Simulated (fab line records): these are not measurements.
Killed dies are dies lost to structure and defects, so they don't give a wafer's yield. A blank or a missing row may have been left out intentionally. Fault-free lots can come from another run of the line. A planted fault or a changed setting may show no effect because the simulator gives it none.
fab line records :: flow n5_finfet :: part 2 of 2: steps 22 to 29 of 29
record:
  lots: 5
  wafers: 15
  last_day: 19
route steps=1938 shown BEOL_M7@1331 BEOL_M8@1332
lots that met no fault: taken from a fault-free run of the same line
start_h: hours from the record's opening day to when the first of the lot's shown wafers began :: wait_h: how many hours have passed since the lot's step before this one :: " repeats the value in the row above :: L1.1+2: a row that stands for several wafers :: - either no value or no given start :: * or withheld: withheld :: < > ~ a bound
route shown NAME@n: names a module that has steps shown in the file, with the first one's number in the route :: usual: mean/standard deviation taken from wafers without a fault :: same: alike in all rows :: chamber/n: place in a boat :: sites: per-site readings :: _std_site: how widely they spread, as a standard deviation :: _edge_site: the outer-site mean with the inner-site mean subtracted :: radius_mm: for every site, how far away it sits from the centre of the wafer :: mask NAME#n: copy n :: behind: the tool/chamber that last shaped the wafer :: hold: why the lot was held/for how many hours/how that ended :: device: the n, p or np transistor that did not switch :: end of line: the tests these same wafers got at the end of their route :: for a step that has no rows: nothing shown but its recipe :: killed: at the first sort, the dies lost to defects and structure; wafer yield is something else :: map: per-die view of a wafer (x killed, . not killed, _ where there is no die)
set.NAME: the setting as run; set.NAME@STEP: as run at that earlier step :: model.NAME: the simulator's own value behind a step, which no gauge read
lots seen at some steps along the route; tables by step, rows by wafer
services: when a tool's chamber went out of use (start_h, in hours from the record's first day, below 0 if earlier), for how many hours, and the reason
== steps ==
step: N5_BEOL_M8_STRIP_67
recipe:
  chemistry: CF4
  resist: SiARC
  power_w: 300
  bias_power_w: 75
  pressure_mtorr: 50
  cf4_flow_sccm: 150
  rf_frequency_hz: 6e+07
usual:
  drypump_motor_current_A: 5.9/0.5
  oes_product_au: 0.78/0.071
  rf_vpp_V: 271.8/1.4
  showerhead_plenum_p_Torr: 1.83/0.049
  throttle_valve_pct: 13.59/0.24
lot.wafer: L080.1
tool: rie_diel-03
chamber: 3
start_h: 263.19
wait_h: 0.0
drypump_motor_current_A: 6.1
oes_product_au: 0.73
rf_hours_counter_h: 188
rf_vpp_V: 272.0
showerhead_plenum_p_Torr: 1.78
throttle_valve_pct: 13.73

lot.wafer: L080.2
tool: rie_diel-03
chamber: 1
start_h: 263.19
wait_h: 0.0
drypump_motor_current_A: 6.7
oes_product_au: 0.72
rf_hours_counter_h: 206
rf_vpp_V: 271.9
showerhead_plenum_p_Torr: 1.84
throttle_valve_pct: 13.40

lot.wafer: L080.4
tool: rie_diel-03
chamber: 2
start_h: 263.19
wait_h: 0.0
drypump_motor_current_A: 5.8
oes_product_au: 0.84
rf_hours_counter_h: 62
rf_vpp_V: 272.2
showerhead_plenum_p_Torr: 1.89
throttle_valve_pct: 13.65

lot.wafer: L081.1
tool: rie_diel-05
chamber: 3
start_h: 269.37
wait_h: 0.0
drypump_motor_current_A: 6.4
oes_product_au: 0.70
rf_hours_counter_h: 222
rf_vpp_V: 272.9
showerhead_plenum_p_Torr: 1.84
throttle_valve_pct: 13.91

lot.wafer: L081.4
tool: rie_diel-05
chamber: 2
start_h: 269.37
wait_h: 0.0
drypump_motor_current_A: 5.9
oes_product_au: 0.95
rf_hours_counter_h: -
rf_vpp_V: 270.8
showerhead_plenum_p_Torr: 1.84
throttle_valve_pct: 13.07

lot.wafer: L081.6
tool: rie_diel-05
chamber: 0
start_h: 269.37
wait_h: 0.0
drypump_motor_current_A: 5.7
oes_product_au: 0.73
rf_hours_counter_h: -
rf_vpp_V: 274.0
showerhead_plenum_p_Torr: 1.86
throttle_valve_pct: 13.76

lot.wafer: L082.2
tool: rie_diel-05
chamber: 3
start_h: 281.24
wait_h: 0.0
drypump_motor_current_A: 6.4
oes_product_au: 0.70
rf_hours_counter_h: 227
rf_vpp_V: 271.6
showerhead_plenum_p_Torr: 1.84
throttle_valve_pct: 13.90

lot.wafer: L082.5
tool: rie_diel-05
chamber: 0
start_h: 281.24
wait_h: 0.0
drypump_motor_current_A: 5.7
oes_product_au: 0.72
rf_hours_counter_h: -
rf_vpp_V: 271.6
showerhead_plenum_p_Torr: 1.86
throttle_valve_pct: 13.79

lot.wafer: L082.6
tool: rie_diel-05
chamber: 1
start_h: 281.24
wait_h: 0.0
drypump_motor_current_A: 4.9
oes_product_au: 0.83
rf_hours_counter_h: -
rf_vpp_V: 271.5
showerhead_plenum_p_Torr: 1.74
throttle_valve_pct: 13.38

lot.wafer: L093.1
tool: rie_diel-03
chamber: 3
start_h: 341.80
wait_h: 0.0
drypump_motor_current_A: 6.1
oes_product_au: 0.71
rf_hours_counter_h: 221
rf_vpp_V: 270.4
showerhead_plenum_p_Torr: 1.78
throttle_valve_pct: 13.81

lot.wafer: L093.3
tool: rie_diel-03
chamber: 1
start_h: 341.80
wait_h: 0.0
drypump_motor_current_A: 6.7
oes_product_au: 0.70
rf_hours_counter_h: 234
rf_vpp_V: 272.3
showerhead_plenum_p_Torr: 1.83
throttle_valve_pct: 13.46

lot.wafer: L093.5
tool: rie_diel-03
chamber: 1
start_h: 341.80
wait_h: 0.0
drypump_motor_current_A: 6.7
oes_product_au: 0.70
rf_hours_counter_h: -
rf_vpp_V: 273.0
showerhead_plenum_p_Torr: 1.83
throttle_valve_pct: 13.46

lot.wafer: L097.1
tool: rie_diel-02
chamber: 1
start_h: 377.67
wait_h: 0.0
drypump_motor_current_A: 5.0
oes_product_au: 0.79
rf_hours_counter_h: 105
rf_vpp_V: 268.4
showerhead_plenum_p_Torr: 1.74
throttle_valve_pct: 13.55

lot.wafer: L097.4
tool: rie_diel-02
chamber: 1
start_h: 377.67
wait_h: 0.0
drypump_motor_current_A: 5.0
oes_product_au: 0.80
rf_hours_counter_h: -
rf_vpp_V: 269.9
showerhead_plenum_p_Torr: 1.74
throttle_valve_pct: 13.55

lot.wafer: L097.6
tool: rie_diel-02
chamber: 2
start_h: 377.67
wait_h: 0.0
drypump_motor_current_A: 6.0
oes_product_au: 0.84
rf_hours_counter_h: -
rf_vpp_V: 272.2
showerhead_plenum_p_Torr: 1.88
throttle_valve_pct: 13.53
step: N5_BEOL_M8_HM_OPEN_17
recipe:
  chemistry: Cl2/BCl3
  target_depth_a: 200
  overetch_a: 60
  target: TiN
  mask_material: SOC
  ion_energy_ev: 150
  pressure_mtorr: 10
  icp_w: 1000
  bias_w: 126
  Cl2_flow_sccm: 53.25
  bcl3_flow_sccm: 21.75
  Ar_flow_sccm: 25
usual:
  drypump_motor_current_A: 5.5/0.38
  oes_ar_750_au: 0.78/0.12
  oes_product_au: 0.67/0.11
  throttle_valve_pct: 22.14/0.23
lot.wafer: L080.1
tool: rie_metal-03
chamber: 0
start_h: 263.23
wait_h: 0.0
drypump_motor_current_A: 5.4
oes_ar_750_au: 0.90
oes_product_au: 0.78
rf_hours_counter_h: 7
throttle_valve_pct: 22.21

lot.wafer: L080.2
tool: rie_metal-03
chamber: 1
start_h: 263.23
wait_h: 0.0
drypump_motor_current_A: 5.3
oes_ar_750_au: 0.83
oes_product_au: 0.72
rf_hours_counter_h: 23
throttle_valve_pct: 21.89

lot.wafer: L080.4
tool: rie_metal-03
chamber: 1
start_h: 263.23
wait_h: 0.0
drypump_motor_current_A: 5.2
oes_ar_750_au: 0.84
oes_product_au: 0.72
rf_hours_counter_h: -
throttle_valve_pct: 21.90

lot.wafer: L081.1
tool: rie_metal-03
chamber: 1
start_h: 269.41
wait_h: 0.0
drypump_motor_current_A: 5.3
oes_ar_750_au: 0.83
oes_product_au: 0.70
rf_hours_counter_h: 24
throttle_valve_pct: 21.91

lot.wafer: L081.4
tool: rie_metal-03
chamber: 0
start_h: 269.41
wait_h: 0.0
drypump_motor_current_A: 5.3
oes_ar_750_au: 0.91
oes_product_au: 0.78
rf_hours_counter_h: -
throttle_valve_pct: 22.22

lot.wafer: L081.6
tool: rie_metal-03
chamber: 1
start_h: 269.41
wait_h: 0.0
drypump_motor_current_A: 5.2
oes_ar_750_au: 0.83
oes_product_au: 0.72
rf_hours_counter_h: -
throttle_valve_pct: 21.92

lot.wafer: L082.2
tool: rie_metal-03
chamber: 1
start_h: 281.28
wait_h: 0.0
drypump_motor_current_A: 5.2
oes_ar_750_au: 0.83
oes_product_au: 0.73
rf_hours_counter_h: 25
throttle_valve_pct: 21.88

lot.wafer: L082.5
tool: rie_metal-03
chamber: 0
start_h: 281.28
wait_h: 0.0
drypump_motor_current_A: 5.4
oes_ar_750_au: 0.91
oes_product_au: 0.78
rf_hours_counter_h: -
throttle_valve_pct: 22.21

lot.wafer: L082.6
tool: rie_metal-03
chamber: 1
start_h: 281.28
wait_h: 0.0
drypump_motor_current_A: 5.2
oes_ar_750_au: 0.82
oes_product_au: 0.72
rf_hours_counter_h: -
throttle_valve_pct: 21.88

lot.wafer: L093.1
tool: rie_metal-01
chamber: 1
start_h: 341.84
wait_h: 0.0
drypump_motor_current_A: 6.1
oes_ar_750_au: 0.65
oes_product_au: 0.56
rf_hours_counter_h: 97
throttle_valve_pct: 22.22

lot.wafer: L093.3
tool: rie_metal-01
chamber: 0
start_h: 341.84
wait_h: 0.0
drypump_motor_current_A: 5.1
oes_ar_750_au: 0.65
oes_product_au: 0.55
rf_hours_counter_h: -
throttle_valve_pct: 22.49

lot.wafer: L093.5
tool: rie_metal-01
chamber: 1
start_h: 341.84
wait_h: 0.0
drypump_motor_current_A: 6.1
oes_ar_750_au: 0.66
oes_product_au: 0.55
rf_hours_counter_h: -
throttle_valve_pct: 22.23

lot.wafer: L097.1
tool: rie_metal-02
chamber: 1
start_h: 377.71
wait_h: 0.0
drypump_motor_current_A: 5.8
oes_ar_750_au: 0.86
oes_product_au: 0.74
rf_hours_counter_h: 17
throttle_valve_pct: 21.96

lot.wafer: L097.4
tool: rie_metal-02
chamber: 0
start_h: 377.71
wait_h: 0.0
drypump_motor_current_A: 5.4
oes_ar_750_au: 0.93
oes_product_au: 0.78
rf_hours_counter_h: -
throttle_valve_pct: 21.85

lot.wafer: L097.6
tool: rie_metal-02
chamber: 1
start_h: 377.71
wait_h: 0.0
drypump_motor_current_A: 5.8
oes_ar_750_au: 0.87
oes_product_au: 0.74
rf_hours_counter_h: -
throttle_valve_pct: 21.95
step: N5_BEOL_M8_STRIP_19
recipe:
  chemistry: O2
  power_w: 400
  temp_c: 40
  pressure_mtorr: 30
  rf_frequency_hz: 6e+07
  bias_power_w: 0
  overash_fraction: 0.2
  o2_flow_sccm: 225
usual:
  drypump_motor_current_A: 6.0/0.5
  oes_product_au: 0.78/0.077
  rf_vpp_V: 3.7/0.65
  showerhead_plenum_p_Torr: 2.15/0.056
  throttle_valve_pct: 16.66/0.21
lot.wafer: L080.1
tool: rie_diel-05
chamber: 3
start_h: 263.34
wait_h: 0.1
drypump_motor_current_A: 6.4
oes_product_au: 0.70
rf_hours_counter_h: 221
rf_vpp_V: 3.6
showerhead_plenum_p_Torr: 2.16
throttle_valve_pct: 16.93

lot.wafer: L080.2
tool: rie_diel-05
chamber: 0
start_h: 263.34
wait_h: 0.1
drypump_motor_current_A: 5.7
oes_product_au: 0.72
rf_hours_counter_h: 159
rf_vpp_V: 2.8
showerhead_plenum_p_Torr: 2.18
throttle_valve_pct: 16.79

lot.wafer: L080.4
tool: rie_diel-05
chamber: 0
start_h: 263.34
wait_h: 0.1
drypump_motor_current_A: 5.7
oes_product_au: 0.72
rf_hours_counter_h: -
rf_vpp_V: 3.9
showerhead_plenum_p_Torr: 2.18
throttle_valve_pct: 16.81

lot.wafer: L081.1
tool: rie_diel-05
chamber: 2
start_h: 269.71
wait_h: 0.3
drypump_motor_current_A: 5.9
oes_product_au: 0.96
rf_hours_counter_h: 1
rf_vpp_V: 4.5
showerhead_plenum_p_Torr: 2.16
throttle_valve_pct: 16.21

lot.wafer: L081.4
tool: rie_diel-05
chamber: 3
start_h: 269.71
wait_h: 0.3
drypump_motor_current_A: 6.4
oes_product_au: 0.70
rf_hours_counter_h: -
rf_vpp_V: 4.3
showerhead_plenum_p_Torr: 2.16
throttle_valve_pct: 16.94

lot.wafer: L081.6
tool: rie_diel-05
chamber: 0
start_h: 269.71
wait_h: 0.3
drypump_motor_current_A: 5.7
oes_product_au: 0.72
rf_hours_counter_h: -
rf_vpp_V: 2.1
showerhead_plenum_p_Torr: 2.18
throttle_valve_pct: 16.81

lot.wafer: L082.2
tool: rie_diel-03
chamber: 2
start_h: 281.40
wait_h: 0.1
drypump_motor_current_A: 5.8
oes_product_au: 0.83
rf_hours_counter_h: 68
rf_vpp_V: 2.6
showerhead_plenum_p_Torr: 2.22
throttle_valve_pct: 16.81

lot.wafer: L082.5
tool: rie_diel-03
chamber: 3
start_h: 281.40
wait_h: 0.1
drypump_motor_current_A: 6.1
oes_product_au: 0.73
rf_hours_counter_h: -
rf_vpp_V: 4.0
showerhead_plenum_p_Torr: 2.08
throttle_valve_pct: 16.80

lot.wafer: L082.6
tool: rie_diel-03
chamber: 0
start_h: 281.40
wait_h: 0.1
drypump_motor_current_A: 6.4
oes_product_au: 0.86
rf_hours_counter_h: -
rf_vpp_V: 3.4
showerhead_plenum_p_Torr: 2.14
throttle_valve_pct: 16.42

lot.wafer: L093.1
tool: rie_diel-03
chamber: 2
start_h: 342.00
wait_h: 0.1
drypump_motor_current_A: 5.8
oes_product_au: 0.81
rf_hours_counter_h: 96
rf_vpp_V: 4.6
showerhead_plenum_p_Torr: 2.20
throttle_valve_pct: 16.86

lot.wafer: L093.3
tool: rie_diel-03
chamber: 0
start_h: 342.00
wait_h: 0.1
drypump_motor_current_A: 6.4
oes_product_au: 0.81
rf_hours_counter_h: 67
rf_vpp_V: 4.1
showerhead_plenum_p_Torr: 2.13
throttle_valve_pct: 16.46

lot.wafer: L093.5
tool: rie_diel-03
chamber: 2
start_h: 342.00
wait_h: 0.1
drypump_motor_current_A: 5.8
oes_product_au: 0.79
rf_hours_counter_h: -
rf_vpp_V: 2.7
showerhead_plenum_p_Torr: 2.20
throttle_valve_pct: 16.87

lot.wafer: L097.1
tool: rie_diel-02
chamber: 3
start_h: 377.87
wait_h: 0.1
drypump_motor_current_A: 5.8
oes_product_au: 0.76
rf_hours_counter_h: 164
rf_vpp_V: 2.8
showerhead_plenum_p_Torr: 2.17
throttle_valve_pct: 16.90

lot.wafer: L097.4
tool: rie_diel-02
chamber: 1
start_h: 377.87
wait_h: 0.1
drypump_motor_current_A: 5.0
oes_product_au: 0.80
rf_hours_counter_h: -
rf_vpp_V: 4.1
showerhead_plenum_p_Torr: 2.03
throttle_valve_pct: 16.67

lot.wafer: L097.6
tool: rie_diel-02
chamber: 3
start_h: 377.87
wait_h: 0.1
drypump_motor_current_A: 5.8
oes_product_au: 0.77
rf_hours_counter_h: -
rf_vpp_V: 3.2
showerhead_plenum_p_Torr: 2.17
throttle_valve_pct: 16.90
step: N5_BEOL_M8_CD_MEAS_18
recipe:
  pitch_nm: 80
  target_cd_nm: 40
usual:
  cd_nm: 39.9/0.47
lot.wafer: L080.1
tool: cd_sem-03
chamber: -
start_h: 263.43
wait_h: 0.1
cd_nm: 40.2

lot.wafer: L080.2
tool: cd_sem-03
chamber: -
start_h: 263.43
wait_h: 0.1
cd_nm: 39.9

lot.wafer: L080.4
tool: cd_sem-03
chamber: -
start_h: 263.43
wait_h: 0.1
cd_nm: 39.8

lot.wafer: L081.1
tool: cd_sem-02
chamber: -
start_h: 269.78
wait_h: 0.0
cd_nm: 40.2

lot.wafer: L081.4
tool: cd_sem-02
chamber: -
start_h: 269.78
wait_h: 0.0
cd_nm: 39.8

lot.wafer: L081.6
tool: cd_sem-02
chamber: -
start_h: 269.78
wait_h: 0.0
cd_nm: 39.7

lot.wafer: L082.2
tool: cd_sem-01
chamber: -
start_h: 281.47
wait_h: 0.1
cd_nm: 39.4

lot.wafer: L082.5
tool: cd_sem-01
chamber: -
start_h: 281.47
wait_h: 0.1
cd_nm: 39.5

lot.wafer: L082.6
tool: cd_sem-01
chamber: -
start_h: 281.47
wait_h: 0.1
cd_nm: 39.5

lot.wafer: L093.1
tool: cd_sem-02
chamber: -
start_h: 342.07
wait_h: 0.0
cd_nm: 40.4

lot.wafer: L093.3
tool: cd_sem-02
chamber: -
start_h: 342.07
wait_h: 0.0
cd_nm: 39.8

lot.wafer: L093.5
tool: cd_sem-02
chamber: -
start_h: 342.07
wait_h: 0.0
cd_nm: 39.5

lot.wafer: L097.1
tool: cd_sem-01
chamber: -
start_h: 377.94
wait_h: 0.0
cd_nm: 38.9

lot.wafer: L097.4
tool: cd_sem-01
chamber: -
start_h: 377.94
wait_h: 0.0
cd_nm: 39.5

lot.wafer: L097.6
tool: cd_sem-01
chamber: -
start_h: 377.94
wait_h: 0.0
cd_nm: 39.7
step: N5_BEOL_M8_COAT_63
recipe:
  resist: SOC
  temp_c: 250
  time_s: 60
  spin_rpm: 1500
  resist_thk_nm: 60
usual:
  resist_line_temp_C: 23.01/0.11
same:
  time_s: 60
lot.wafer: L080.1
tool: litho_track-02
chamber: 0
start_h: 264.58
wait_h: 1.2
resist_line_temp_C: 22.84

lot.wafer: L080.2
tool: litho_track-02
chamber: 0
start_h: 264.58
wait_h: 1.2
resist_line_temp_C: 23.02

lot.wafer: L080.4
tool: litho_track-02
chamber: 0
start_h: 264.58
wait_h: 1.2
resist_line_temp_C: 23.01

lot.wafer: L081.1
tool: litho_track-03
chamber: 0
start_h: 273.53
wait_h: 3.7
resist_line_temp_C: 23.04

lot.wafer: L081.4
tool: litho_track-03
chamber: 0
start_h: 273.53
wait_h: 3.7
resist_line_temp_C: 23.01

lot.wafer: L081.6
tool: litho_track-03
chamber: 0
start_h: 273.53
wait_h: 3.7
resist_line_temp_C: 23.02

lot.wafer: L082.2
tool: litho_track-03
chamber: 0
start_h: 284.80
wait_h: 3.3
resist_line_temp_C: 23.05

lot.wafer: L082.5
tool: litho_track-03
chamber: 0
start_h: 284.80
wait_h: 3.3
resist_line_temp_C: 23.09

lot.wafer: L082.6
tool: litho_track-03
chamber: 0
start_h: 284.80
wait_h: 3.3
resist_line_temp_C: 23.17

lot.wafer: L093.1
tool: litho_track-03
chamber: 0
start_h: 343.47
wait_h: 1.4
resist_line_temp_C: 23.08

lot.wafer: L093.3
tool: litho_track-03
chamber: 0
start_h: 343.47
wait_h: 1.4
resist_line_temp_C: 23.16

lot.wafer: L093.5
tool: litho_track-03
chamber: 0
start_h: 343.47
wait_h: 1.4
resist_line_temp_C: 22.98

lot.wafer: L097.1
tool: litho_track-02
chamber: 0
start_h: 378.52
wait_h: 0.6
resist_line_temp_C: 23.17

lot.wafer: L097.4
tool: litho_track-02
chamber: 0
start_h: 378.52
wait_h: 0.6
resist_line_temp_C: 23.07

lot.wafer: L097.6
tool: litho_track-02
chamber: 0
start_h: 378.52
wait_h: 0.6
resist_line_temp_C: 23.23
step: N5_BEOL_M8_COAT_64
recipe:
  resist: SiARC
  temp_c: 220
  time_s: 60
  spin_rpm: 1500
  resist_thk_nm: 12
usual:
  resist_line_temp_C: 23.02/0.11
same:
  time_s: 60
lot.wafer: L080.1
tool: litho_track-02
chamber: 0
start_h: -
wait_h: -
resist_line_temp_C: 23.04

lot.wafer: L080.2
tool: litho_track-02
chamber: 0
start_h: -
wait_h: -
resist_line_temp_C: 23.11

lot.wafer: L080.4
tool: litho_track-02
chamber: 0
start_h: -
wait_h: -
resist_line_temp_C: 23.12

lot.wafer: L081.1
tool: litho_track-03
chamber: 0
start_h: -
wait_h: -
resist_line_temp_C: 23.03

lot.wafer: L081.4
tool: litho_track-03
chamber: 0
start_h: -
wait_h: -
resist_line_temp_C: 23.03

lot.wafer: L081.6
tool: litho_track-03
chamber: 0
start_h: -
wait_h: -
resist_line_temp_C: 22.98

lot.wafer: L082.2
tool: litho_track-03
chamber: 0
start_h: -
wait_h: -
resist_line_temp_C: 22.82

lot.wafer: L082.5
tool: litho_track-03
chamber: 0
start_h: -
wait_h: -
resist_line_temp_C: 22.83

lot.wafer: L082.6
tool: litho_track-03
chamber: 0
start_h: -
wait_h: -
resist_line_temp_C: 22.94

lot.wafer: L093.1
tool: litho_track-03
chamber: 0
start_h: -
wait_h: -
resist_line_temp_C: 23.10

lot.wafer: L093.3
tool: litho_track-03
chamber: 0
start_h: -
wait_h: -
resist_line_temp_C: 23.18

lot.wafer: L093.5
tool: litho_track-03
chamber: 0
start_h: -
wait_h: -
resist_line_temp_C: 23.05

lot.wafer: L097.1
tool: litho_track-02
chamber: 0
start_h: -
wait_h: -
resist_line_temp_C: 22.91

lot.wafer: L097.4
tool: litho_track-02
chamber: 0
start_h: -
wait_h: -
resist_line_temp_C: 23.21

lot.wafer: L097.6
tool: litho_track-02
chamber: 0
start_h: -
wait_h: -
resist_line_temp_C: 23.04
step: N5_BEOL_M8_COAT_71
recipe:
  resist: underlayer
  temp_c: 205
  time_s: 60
  spin_rpm: 1500
  resist_thk_nm: 5
usual:
  resist_line_temp_C: 23.01/0.094
same:
  time_s: 60
lot.wafer: L080.1
tool: litho_track-02
chamber: 0
start_h: -
wait_h: -
resist_line_temp_C: 22.89

lot.wafer: L080.2
tool: litho_track-02
chamber: 0
start_h: -
wait_h: -
resist_line_temp_C: 22.83

lot.wafer: L080.4
tool: litho_track-02
chamber: 0
start_h: -
wait_h: -
resist_line_temp_C: 22.98

lot.wafer: L081.1
tool: litho_track-03
chamber: 0
start_h: -
wait_h: -
resist_line_temp_C: 23.14

lot.wafer: L081.4
tool: litho_track-03
chamber: 0
start_h: -
wait_h: -
resist_line_temp_C: 23.09

lot.wafer: L081.6
tool: litho_track-03
chamber: 0
start_h: -
wait_h: -
resist_line_temp_C: 23.15

lot.wafer: L082.2
tool: litho_track-03
chamber: 0
start_h: -
wait_h: -
resist_line_temp_C: 22.99

lot.wafer: L082.5
tool: litho_track-03
chamber: 0
start_h: -
wait_h: -
resist_line_temp_C: 23.11

lot.wafer: L082.6
tool: litho_track-03
chamber: 0
start_h: -
wait_h: -
resist_line_temp_C: 23.16

lot.wafer: L093.1
tool: litho_track-03
chamber: 0
start_h: -
wait_h: -
resist_line_temp_C: 23.01

lot.wafer: L093.3
tool: litho_track-03
chamber: 0
start_h: -
wait_h: -
resist_line_temp_C: 22.99

lot.wafer: L093.5
tool: litho_track-03
chamber: 0
start_h: -
wait_h: -
resist_line_temp_C: 22.96

lot.wafer: L097.1
tool: litho_track-02
chamber: 0
start_h: -
wait_h: -
resist_line_temp_C: 22.94

lot.wafer: L097.4
tool: litho_track-02
chamber: 0
start_h: -
wait_h: -
resist_line_temp_C: 23.10

lot.wafer: L097.6
tool: litho_track-02
chamber: 0
start_h: -
wait_h: -
resist_line_temp_C: 22.92
step: N5_BEOL_M8_COAT_22
recipe:
  resist: CAR-EUV
  spin_rpm: 1500
  resist_thk_nm: 30
usual:
  resist_line_temp_C: 23.01/0.1
lot.wafer: L080.1
tool: litho_track-02
chamber: 0
start_h: -
wait_h: -
resist_line_temp_C: 23.00

lot.wafer: L080.2
tool: litho_track-02
chamber: 0
start_h: -
wait_h: -
resist_line_temp_C: 22.95

lot.wafer: L080.4
tool: litho_track-02
chamber: 0
start_h: -
wait_h: -
resist_line_temp_C: 23.09

lot.wafer: L081.1
tool: litho_track-03
chamber: 0
start_h: -
wait_h: -
resist_line_temp_C: 22.89

lot.wafer: L081.4
tool: litho_track-03
chamber: 0
start_h: -
wait_h: -
resist_line_temp_C: 22.95

lot.wafer: L081.6
tool: litho_track-03
chamber: 0
start_h: -
wait_h: -
resist_line_temp_C: 22.95

lot.wafer: L082.2
tool: litho_track-03
chamber: 0
start_h: -
wait_h: -
resist_line_temp_C: 23.12

lot.wafer: L082.5
tool: litho_track-03
chamber: 0
start_h: -
wait_h: -
resist_line_temp_C: 23.08

lot.wafer: L082.6
tool: litho_track-03
chamber: 0
start_h: -
wait_h: -
resist_line_temp_C: 23.00

lot.wafer: L093.1
tool: litho_track-03
chamber: 0
start_h: -
wait_h: -
resist_line_temp_C: 23.06

lot.wafer: L093.3
tool: litho_track-03
chamber: 0
start_h: -
wait_h: -
resist_line_temp_C: 23.07

lot.wafer: L093.5
tool: litho_track-03
chamber: 0
start_h: -
wait_h: -
resist_line_temp_C: 22.80

lot.wafer: L097.1
tool: litho_track-02
chamber: 0
start_h: -
wait_h: -
resist_line_temp_C: 23.23

lot.wafer: L097.4
tool: litho_track-02
chamber: 0
start_h: -
wait_h: -
resist_line_temp_C: 23.22

lot.wafer: L097.6
tool: litho_track-02
chamber: 0
start_h: -
wait_h: -
resist_line_temp_C: 23.16
== services ==
tool: rie_diel-02
chamber: 0
start_h: 236.29
hours: 1.6
kind: repair

tool: arfi_scanner-01
chamber: -
start_h: 247.75
hours: 1.0
kind: pm

tool: rie_diel-05
chamber: 2
start_h: 248.47
hours: 1.5
kind: repair

tool: rie_diel-03
chamber: 0
start_h: 253.76
hours: 5.9
kind: repair

tool: arfi_scanner-02
chamber: -
start_h: 257.20
hours: 1.3
kind: pm

tool: arfi_scanner-02
chamber: -
start_h: 272.78
hours: 1.0
kind: pm

tool: pecvd-01
chamber: -
start_h: 274.98
hours: 0.7
kind: repair

tool: rie_diel-05
chamber: 1
start_h: 276.26
hours: 3.2
kind: repair

tool: pvd_sputter-01
chamber: -
start_h: 283.92
hours: 0.7
kind: repair

tool: uv_cure-02
chamber: -
start_h: 291.28
hours: 1.2
kind: repair

tool: arfi_scanner-01
chamber: -
start_h: 293.96
hours: 0.4
kind: repair

tool: pecvd-02
chamber: -
start_h: 307.15
hours: 0.7
kind: repair

tool: rie_diel-05
chamber: -
start_h: 322.76
hours: 14.6
kind: pm

tool: uv_cure-03
chamber: -
start_h: 331.52
hours: 1.0
kind: pm

tool: arfi_scanner-01
chamber: -
start_h: 336.64
hours: 0.5
kind: repair

tool: rie_diel-05
chamber: 0
start_h: 341.64
hours: 21.4
kind: repair

tool: uv_cure-03
chamber: -
start_h: 345.35
hours: 7.5
kind: pm

tool: arfi_scanner-01
chamber: -
start_h: 347.56
hours: 4.9
kind: pm

tool: pecvd-02
chamber: 1
start_h: 356.11
hours: 8.4
kind: repair

tool: uv_cure-03
chamber: -
start_h: 357.68
hours: 14.6
kind: pm

tool: rie_diel-05
chamber: 1
start_h: 364.89
hours: 25.3
kind: repair

tool: pecvd-01
chamber: -
start_h: 365.75
hours: 2.3
kind: repair

tool: rie_diel-03
chamber: 3
start_h: 373.30
hours: 4.5
kind: repair

tool: rie_diel-02
chamber: 0
start_h: 377.03
hours: 1.3
kind: repair
